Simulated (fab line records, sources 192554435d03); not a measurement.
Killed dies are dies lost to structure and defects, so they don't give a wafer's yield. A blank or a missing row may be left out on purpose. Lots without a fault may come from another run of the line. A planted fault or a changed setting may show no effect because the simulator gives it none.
Chamber matching | flow n5_finfet | N5_BEOL_M0_TRENCH_ETCH_107 on rie_diel-01: 4 sister chambers
The step etches SiOC in C4F6/O2, target depth 32.8 nm, time 16.4 s. 14 wafers are shown with their chamber, then 7 later ones without.

WAFERS WITH THEIR CHAMBER
wafer  | chamber | rf_vpp_V (V) | drypump_motor_current_A (A) | showerhead_plenum_p_Torr (Torr)
L078.1 | 3       | 684          | 5.4                         | 2.79
L078.3 | 0       | 657          | 4.7                         | 2.81
L078.5 | 3       | 684          | 5.4                         | 2.79
L079.1 | 1       | 668          | 5.0                         | 2.74
L079.2 | 0       | 655          | 4.7                         | 2.80
L079.4 | 2       | 661          | 6.2                         | 2.92
L081.1 | 0       | 655          | 4.7                         | 2.80
L081.5 | 3       | 684          | 5.4                         | 2.79
L081.6 | 0       | 655          | 4.7                         | 2.80
L089.1 | 0       | 655          | 4.7                         | 2.79
L089.3 | 1       | 667          | 5.1                         | 2.73
L089.4 | 3       | 683          | 5.4                         | 2.78
L091.1 | 2       | 661          | 6.1                         | 2.91
L091.4 | 0       | 655          | 4.7                         | 2.79

SIGNATURES (means of the wafers above)
reading                  | chamber 0 | chamber 1 | chamber 2 | chamber 3 | scatter within a chamber
rf_vpp_V                 | 655.33    | 667.50    | 661.00    | 683.75    | 0.677
drypump_motor_current_A  | 4.700     | 5.050     | 6.150     | 5.400     | 0.0316
showerhead_plenum_p_Torr | 2.7983    | 2.7350    | 2.9150    | 2.7875    | 0.00677
Rule: a wafer's distance from a chamber is the root of the sum, over the readings, of the square of ((its reading less the chamber's mean) divided by the reading's scatter). The wafer belongs to the nearest chamber; if the next one is less than 2 further off, it can't be placed. The scatter: the root of (the sum of the squares of (reading less its chamber's mean) over the shown wafers, divided by (wafers less chambers)).

WAFERS WITHOUT THEIR CHAMBER
wafer  | rf_vpp_V (V) | drypump_motor_current_A (A) | showerhead_plenum_p_Torr (Torr)
L091.5 | 654          | 4.7                         | 2.79
L093.1 | 655          | 4.7                         | 2.79
L093.3 | 683          | 5.4                         | 2.78
L093.4 | 661          | 6.2                         | 2.91
L097.2 | 655          | 4.7                         | 2.79
L097.4 | 655          | 4.7                         | 2.78
L097.5 | 666          | 5.0                         | 2.72

WHICH CHAMBER EACH WENT THROUGH
wafer  | from the rows above | in truth
L091.5 | 0                   | 0
L093.1 | 0                   | 0
L093.3 | 3                   | 3
L093.4 | 2                   | 2
L097.2 | 0                   | 0
L097.4 | 0                   | 0
L097.5 | 1                   | 1
Placed correctly: 7 of 7. Can't be placed from these rows: 0. Placed wrongly: 0.
